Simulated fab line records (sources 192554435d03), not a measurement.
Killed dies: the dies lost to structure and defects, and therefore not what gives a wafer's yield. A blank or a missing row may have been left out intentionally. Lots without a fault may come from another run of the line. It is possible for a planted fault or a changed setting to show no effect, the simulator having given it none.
Comparing a struck lot with a sound one | flow n5_finfet | 15 out of 1938 route steps
Sound: the wafers L673.1, L673.2, L673.6. The struck wafers were L680.3, L680.4, L680.5. At the end, the cause is stated.
Per side, at each step with rows, come the tool, then ch with its chambers, and then its first start. Under that, the readings that differ: sound wafers | struck wafers | difference of the means | sigmas: that difference in standard deviations of wafers without a fault.
alike: readings whose means differ by less than 2 such deviations, and words and numbers that are the same on both sides. not compared: withheld readings, readings that some wafer has no value for, bounds like >300 that may hide the same value, and numbers for which the record gives no deviation and whose values overlap.
A row with sigmas, a row that says differs or no value, or rows on one side alone: a step with any of these is where the two part. When numbers do not overlap yet have no deviation, they are printed without sigmas and do not part them. A reading missing from all wafers of one side parts the sides only when that side holds two or more wafers.

first, 4 steps without rows for these wafers: N5_BEOL_M14_EXPOSE_07 (exposes mask V13); N5_BEOL_M14_PEB_08 (peb time 90 s); N5_BEOL_M14_DEVELOP_09 (develop time 45 s); N5_BEOL_M14_HARDBAKE_14 (time 120 s).
N5_BEOL_M14_CD_MEAS_10: the cd target is 250 nm.
  sound on cd_sem-02 ch 0, day 14 04:26; struck on cd_sem-03 ch 0, day 16 03:13
  alike: cd_nm
N5_BEOL_M14_OVL_MEAS_11:
  sound on overlay-02 ch 0, day 14 04:28; struck on overlay-02 ch 0, day 16 03:15
  alike: V13_OVL
N5_BEOL_M14_INSPECT_12: inspects for defects (macro).
  sound on defect_inspect-01, day 14 04:29; struck on defect_inspect-01, day 16 03:16
  alike: raw_defect_count
N5_BEOL_M14_DESCUM_15: chemistry O2, time 7.9 s.
  sound on rie_diel-02 ch 0,1, day 14 04:32; struck on rie_diel-05 ch 0,1,2, day 16 03:18
  alike: chamber_pressure_mTorr, drypump_motor_current_A, oes_product_au, rf_fwd_power_W, rf_vpp_V, showerhead_plenum_p_Torr, temp_c, throttle_valve_pct
  not compared: rf_hours_counter_h
N5_BEOL_M14_ETCH_59: etches BARC in N2/H2, target depth 89 nm, overetch 26.7 nm, time 67.9 s.
  sound on rie_diel-02 ch 0,1, day 14 04:34; struck on rie_diel-05 ch 0,1,2, day 16 03:20
  alike: chamber_pressure_mTorr, drypump_motor_current_A, oes_product_au, rf_fwd_power_W, rf_vpp_V, showerhead_plenum_p_Torr, throttle_valve_pct
  not compared: rf_hours_counter_h
N5_BEOL_M14_VIA_ETCH_16: etches SiO2 in C4F8/O2/Ar, target depth 1231.3 nm.
  sound on rie_diel-02 ch 0,1, day 14 04:37; struck on rie_diel-05 ch 0,1,2, day 16 03:23
  reading      | sound          | struck         | difference | sigmas
  rf_vpp_V (V) | 2219 2274 2273 | 2147 2111 2176 | -111       | -2
  alike: chamber_pressure_mTorr, drypump_motor_current_A, oes_product_au, rf_fwd_power_W, showerhead_plenum_p_Torr, throttle_valve_pct
N5_BEOL_M14_STRIP_63: strips in O2.
  sound on rie_diel-02 ch 0,1; struck on rie_diel-05 ch 0,1,2
  reading                         | sound          | struck         | difference | sigmas
  showerhead_plenum_p_Torr (Torr) | 2.11 2.17 2.17 | 1.96 2.02 2.06 | -0.14      | -2
  alike: chamber_pressure_mTorr, drypump_motor_current_A, oes_product_au, rf_vpp_V, temp_c, throttle_valve_pct
  not compared: rf_hours_counter_h
N5_BEOL_M14_STRIP_64: strips in O2.
  sound on rie_diel-02 ch 0,1; struck on rie_diel-05 ch 0,1,2
  reading                         | sound          | struck         | difference | sigmas
  showerhead_plenum_p_Torr (Torr) | 2.11 2.17 2.17 | 1.96 2.03 2.06 | -0.13      | -2
  alike: chamber_pressure_mTorr, drypump_motor_current_A, oes_product_au, rf_vpp_V, temp_c, throttle_valve_pct
  not compared: rf_hours_counter_h
N5_BEOL_M14_STRIP_71: strips in post etch residue remover, time 60 s.
  sound on wet_bench-06 ch 0,1,5, day 14 04:54; struck on wet_bench-06 ch 3,5,6, day 16 03:41
  no value came back on the struck wafers for run_length_s (s), temp_c (C); on the sound wafers run_length_s (s) reads 67.2 67.4 65.9
then, 1 step without rows for these wafers: N5_BEOL_M14_SRD_72 (time 30 s, dry time 30 s).
N5_PASSIVATION_PROBE_49:
  sound wafers here have rows in the record (prober-02, day 15 09:25); struck ones have none

== WHERE THEY PART ==
At N5_BEOL_M14_VIA_ETCH_16 first; at N5_PASSIVATION_PROBE_49 last (within this record only).

WHY: the cause the simulator had injected
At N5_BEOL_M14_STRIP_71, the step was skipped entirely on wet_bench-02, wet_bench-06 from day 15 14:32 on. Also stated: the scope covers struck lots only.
